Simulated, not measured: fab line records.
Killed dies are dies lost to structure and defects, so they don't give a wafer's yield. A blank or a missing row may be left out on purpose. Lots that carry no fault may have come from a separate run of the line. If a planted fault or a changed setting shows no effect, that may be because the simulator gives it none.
What tool caused it? | flow nand-harc | 24 lots, 72 wafers sampled, at 5 steps of a route of 1159

## WHAT EACH GAUGE READ, for each wafer
NHARC_A_CONTACT_INSPECT_23.
lot  | measured     | on                | raw-defect-count
L078 | day 17 14:41 | defect-inspect-02 | 381 319 450
L079 | day 17 20:31 | defect-inspect-01 | 448 446 527
L076 | day 17 19:46 | defect-inspect-02 | 847 683 563
L075 | day 18 02:29 | defect-inspect-02 | 341 353 445
L074 | day 18 03:40 | defect-inspect-02 | 459 445 450
L077 | day 18 04:51 | defect-inspect-02 | 469 564 771
L080 | day 18 14:42 | defect-inspect-01 | 424 365 414
L083 | day 19 01:25 | defect-inspect-02 | 393 421 862
L082 | day 19 07:38 | defect-inspect-01 | 280 283 322
L084 | day 19 13:31 | defect-inspect-02 | 300 394 395
L081 | day 19 13:59 | defect-inspect-01 | 374 581 458
L085 | day 20 01:45 | defect-inspect-01 | 504 417 394
L089 | day 20 02:13 | defect-inspect-02 | 357 544 520
L087 | day 20 18:53 | defect-inspect-01 | 318 388 409
L086 | day 20 18:55 | defect-inspect-02 | 435 319 713
L088 | day 21 08:26 | defect-inspect-02 | 373 440 356
L090 | day 21 13:31 | defect-inspect-01 | 448 399 402
L091 | day 21 14:15 | defect-inspect-01 | 382 338 296
L092 | day 21 15:59 | defect-inspect-02 | 466 554 580
L094 | day 22 01:57 | defect-inspect-02 | 413 672 606
L093 | day 22 02:42 | defect-inspect-01 | 336 385 469
L097 | day 22 12:41 | defect-inspect-02 | 301 403 350
L095 | day 22 17:46 | defect-inspect-02 | 297 222 283
L096 | day 22 21:19 | defect-inspect-02 | 600 360 291

NHARC_A_M0_INSPECT_27.
lot  | measured     | on                | raw-defect-count
L078 | day 17 22:04 | defect-inspect-01 | 349 509 360
L079 | day 18 07:29 | defect-inspect-02 | 609 583 836
L076 | day 18 06:18 | defect-inspect-01 | 351 319 362
L075 | day 18 10:05 | defect-inspect-01 | 364 383 427
L074 | day 18 17:43 | defect-inspect-02 | 307 507 472
L077 | day 18 17:48 | defect-inspect-01 | 312 332 453
L080 | day 19 01:30 | defect-inspect-01 | 421 355 417
L083 | day 19 10:54 | defect-inspect-02 | 542 618 661
L082 | day 19 16:39 | defect-inspect-02 | 500 497 509
L084 | day 19 20:46 | defect-inspect-02 | 256 325 395
L081 | day 19 21:58 | defect-inspect-02 | 288 642 269
L085 | day 20 10:58 | defect-inspect-01 | 408 448 319
L089 | day 20 10:37 | defect-inspect-01 | 480 549 331
L087 | day 21 02:27 | defect-inspect-01 | 355 469 437
L086 | day 21 11:08 | defect-inspect-01 | 383 364 393
L088 | day 21 18:14 | defect-inspect-01 | 470 354 395
L090 | day 21 21:05 | defect-inspect-02 | 327 304 307
L091 | day 22 00:32 | defect-inspect-02 | 589 573 578
L092 | day 22 03:17 | defect-inspect-01 | 269 394 343
L094 | day 22 09:30 | defect-inspect-01 | 343 394 432
L093 | day 22 10:07 | defect-inspect-02 | 397 817 463
L097 | day 22 21:35 | defect-inspect-01 | 438 508 354
L095 | day 23 01:41 | defect-inspect-01 | 430 380 463
L096 | day 23 04:36 | defect-inspect-02 | 489 423 447

## TOOL THAT RAN EACH LOT (tool first, then ch and the chambers of the sampled wafers, then the start)
lot  | NHARC_A_CONTACT_ETCH_135             | NHARC_A_CONTACT_CVD_19                   | NHARC_A_BLC_STRIP_21
L078 | har-cap-etch-01 ch 0,1, day 17 11:03 | cvd-w-01 ch 0,1, day 17 14:41 or earlier | rie-diel-04 ch 0,1,2, day 17 16:33
L079 | har-cap-etch-02 ch 0,1, day 17 15:49 | cvd-w-02 ch 0,1, day 17 20:31 or earlier | rie-diel-02 ch 1,2,3, day 17 22:15
L076 | har-cap-etch-03 ch 0,1, day 17 16:03 | cvd-w-02 ch 0,1, day 17 19:46 or earlier | rie-diel-02 ch 2,3, day 17 21:31
L075 | har-cap-etch-02 ch 0,1, day 17 19:14 | cvd-w-01 ch 0,1, day 18 02:29 or earlier | rie-diel-02 ch 0,1,2, day 18 04:31
L074 | har-cap-etch-03 ch 0,1, day 17 20:05 | cvd-w-01 ch 0,1, day 18 03:40 or earlier | rie-diel-02 ch 0,2,3, day 18 05:34
L077 | har-cap-etch-02 ch 0,1, day 17 20:53 | cvd-w-01 ch 0,1, day 18 04:51 or earlier | rie-diel-02 ch 0,2,3, day 18 06:46
L080 | har-cap-etch-02 ch 0,1, day 18 10:53 | cvd-w-01 ch 0,1, day 18 14:42 or earlier | rie-diel-02 ch 1,3, day 18 16:36
L083 | har-cap-etch-02 ch 0,1, day 18 21:42 | cvd-w-01 ch 0,1, day 19 01:25 or earlier | rie-diel-04 ch 0,1,2, day 19 03:17
L082 | har-cap-etch-02 ch 0,1, day 19 02:22 | cvd-w-02 ch 0,1, day 19 07:38 or earlier | rie-diel-04 ch 1,2, day 19 09:30
L084 | har-cap-etch-03 ch 0,1, day 19 07:38 | cvd-w-01 ch 0,1, day 19 13:31 or earlier | rie-diel-04 ch 0,2,3, day 19 15:23
L081 | har-cap-etch-01 ch 0,1, day 19 08:20 | cvd-w-02 ch 0,1, day 19 13:59 or earlier | rie-diel-04 ch 2,3, day 19 15:56
L085 | har-cap-etch-01 ch 0,1, day 19 17:16 | cvd-w-02 ch 0,1, day 20 01:45 or earlier | rie-diel-02 ch 0,1,3, day 20 03:30
L089 | har-cap-etch-02 ch 0,1, day 19 19:06 | cvd-w-01 ch 0, day 20 02:13 or earlier   | rie-diel-02 ch 0,1,2, day 20 04:15
L087 | har-cap-etch-03 ch 1, day 20 11:53   | cvd-w-01 ch 0,1, day 20 18:53 or earlier | rie-diel-02 ch 2,3, day 20 20:49
L086 | har-cap-etch-03 ch 0, day 20 14:55   | cvd-w-02 ch 0,1, day 20 18:55 or earlier | rie-diel-04 ch 0,1,3, day 20 21:01
L088 | har-cap-etch-03 ch 0,1, day 20 22:03 | cvd-w-02 ch 0,1, day 21 08:26 or earlier | rie-diel-13 ch 2,3, day 21 10:17
L090 | har-cap-etch-01 ch 0,1, day 21 00:49 | cvd-w-02 ch 0,1, day 21 13:31 or earlier | rie-diel-04 ch 1,2, day 21 15:27
L091 | har-cap-etch-02 ch 0,1, day 21 08:44 | cvd-w-02 ch 0,1, day 21 14:15 or earlier | rie-diel-04 ch 0,2,3, day 21 16:10
L092 | har-cap-etch-01 ch 0,1, day 21 09:16 | cvd-w-02 ch 0,1, day 21 15:59 or earlier | rie-diel-04 ch 2,3, day 21 17:43
L094 | har-cap-etch-02 ch 0,1, day 21 19:59 | cvd-w-01 ch 0,1, day 22 01:57 or earlier | rie-diel-13 ch 0,1,3, day 22 03:47
L093 | har-cap-etch-01 ch 0,1, day 21 20:52 | cvd-w-01 ch 0,1, day 22 02:42 or earlier | rie-diel-04 ch 2,3, day 22 04:41
L097 | har-cap-etch-01 ch 0,1, day 22 08:40 | cvd-w-02 ch 0,1, day 22 12:41 or earlier | rie-diel-02 ch 2,3, day 22 14:32
L095 | har-cap-etch-03 ch 1, day 22 10:54   | cvd-w-01 ch 0, day 22 17:46 or earlier   | rie-diel-02 ch 1,3, day 22 19:29
L096 | har-cap-etch-03 ch 0,1, day 22 14:19 | cvd-w-01 ch 0,1, day 22 21:19 or earlier | rie-diel-04 ch 1,2,3, day 22 23:04
- NHARC_A_CONTACT_ETCH_135: etches the open film in C4F8/O2/Ar, time 132 s, target depth 1287 nm.
- NHARC_A_CONTACT_CVD_19: deposits W, target thk 300 nm, time 802 s.
- NHARC_A_BLC_STRIP_21: strips in O2.

## WHAT THE TOOLS THEMSELVES READ (means of the sampled wafers that have a number; where no wafer has one, the mark that the record gives instead)
NHARC_A_CONTACT_CVD_19.
lot  | tool     | heater-power-outer-w (W) | heater-power-w (W) | throttle-valve-pct (%)
L078 | cvd-w-01 | 289                      | 542                | 8.11
L079 | cvd-w-02 | 240                      | 458                | 8.22
L076 | cvd-w-02 | 242                      | 447                | 8.25
L075 | cvd-w-01 | 287                      | 542                | 8.09
L074 | cvd-w-01 | 294                      | 534                | 8.01
L077 | cvd-w-01 | 289                      | 532                | 8.04
L080 | cvd-w-01 | 291                      | 530                | 7.88
L083 | cvd-w-01 | 288                      | 543                | 8.16
L082 | cvd-w-02 | 250                      | 471                | 8.38
L084 | cvd-w-01 | 296                      | 541                | 8.01
L081 | cvd-w-02 | 239                      | 454                | 8.38
L085 | cvd-w-02 | 251                      | 470                | 8.38
L089 | cvd-w-01 | 281                      | 556                | 8.14
L087 | cvd-w-01 | 294                      | 542                | 8.10
L086 | cvd-w-02 | 242                      | 458                | 8.25
L088 | cvd-w-02 | 243                      | 456                | 8.29
L090 | cvd-w-02 | 243                      | 455                | 8.32
L091 | cvd-w-02 | 247                      | 474                | 8.19
L092 | cvd-w-02 | 250                      | 474                | 8.26
L094 | cvd-w-01 | 306                      | 545                | 8.01
L093 | cvd-w-01 | 288                      | 549                | 8.11
L097 | cvd-w-02 | 247                      | 460                | 8.33
L095 | cvd-w-01 | 277                      | 538                | 8.17
L096 | cvd-w-01 | 287                      | 545                | 8.01

NHARC_A_BLC_STRIP_21.
lot  | tool        | drypump-motor-current-A (A) | oes-product-au (a.u.) | rf-vpp-V (V) | showerhead-plenum-p-Torr (Torr) | throttle-valve-pct (%)
L078 | rie-diel-04 | 5.3                         | 0.994                 | 57.6         | 3.53                            | 17.039
L079 | rie-diel-02 | 6.0                         | 1.004                 | 57.2         | 3.49                            | 17.034
L076 | rie-diel-02 | 5.9                         | 1.000                 | 57.7         | 3.60                            | 17.041
L075 | rie-diel-02 | 5.9                         | 1.010                 | 57.1         | 3.39                            | 17.037
L074 | rie-diel-02 | 5.9                         | 1.008                 | 57.7         | 3.50                            | 17.037
L077 | rie-diel-02 | 5.8                         | 1.005                 | 57.7         | 3.50                            | 17.040
L080 | rie-diel-02 | 5.9                         | 0.999                 | 57.1         | 3.61                            | 17.043
L083 | rie-diel-04 | 5.3                         | 0.997                 | 57.7         | 3.53                            | 17.045
L082 | rie-diel-04 | 5.4                         | 0.996                 | 58.5         | 3.63                            | 17.036
L084 | rie-diel-04 | 5.6                         | 1.001                 | 58.0         | 3.45                            | 17.031
L081 | rie-diel-04 | 5.9                         | 1.004                 | 57.2         | 3.60                            | 17.040
L085 | rie-diel-02 | 5.8                         | 1.010                 | 57.5         | 3.51                            | 17.033
L089 | rie-diel-02 | 5.9                         | 1.016                 | 57.1         | 3.39                            | 17.037
L087 | rie-diel-02 | 6.0                         | 1.000                 | 58.0         | 3.60                            | 17.032
L086 | rie-diel-04 | 5.3                         | 1.013                 | 56.9         | 3.41                            | 17.045
L088 | rie-diel-13 | 6.3                         | 0.992                 | 57.8         | 3.70                            | 17.045
L090 | rie-diel-04 | 5.4                         | 1.006                 | 57.7         | 3.62                            | 17.040
L091 | rie-diel-04 | 5.6                         | 1.003                 | 58.6         | 3.45                            | 17.032
L092 | rie-diel-04 | 6.0                         | 1.004                 | 57.7         | 3.47                            | 17.038
L094 | rie-diel-13 | 5.9                         | 0.997                 | 57.5         | 3.56                            | 17.041
L093 | rie-diel-04 | 6.0                         | 1.012                 | 57.1         | 3.47                            | 17.037
L097 | rie-diel-02 | 5.9                         | 0.983                 | 58.5         | 3.60                            | 17.033
L095 | rie-diel-02 | 6.0                         | 0.992                 | 58.2         | 3.50                            | 17.044
L096 | rie-diel-04 | 5.7                         | 1.013                 | 58.0         | 3.54                            | 17.034

## THE ANSWER, worked out from the rows above alone
Rule: the usual values come from the lots themselves. Put in order of their means at a reading, lots are off if they are a third of the lots or fewer, leave a main group of 4 or more, and stand apart from it by a gap of 3 or more times the standard deviation of the main group's means; of several such gaps the widest counts. If all means in a main group match to the digits the tables above print for the reading, that group is not used. A lot without any number at a reading at which 4 lots or more have one is off too. The other lots that the step has rows for count as sound. The gauges are gone through in route order, then the tools' own readings, and for those a lot's mean is taken as printed above. At the first step where some lot is off, the reading lying furthest off is the one used; lots without a number count as furthest.
Across all readings shown, no lot is off: no conclusion can be drawn from this.

## WHAT HAD BEEN PUT IN BY THE SIMULATOR
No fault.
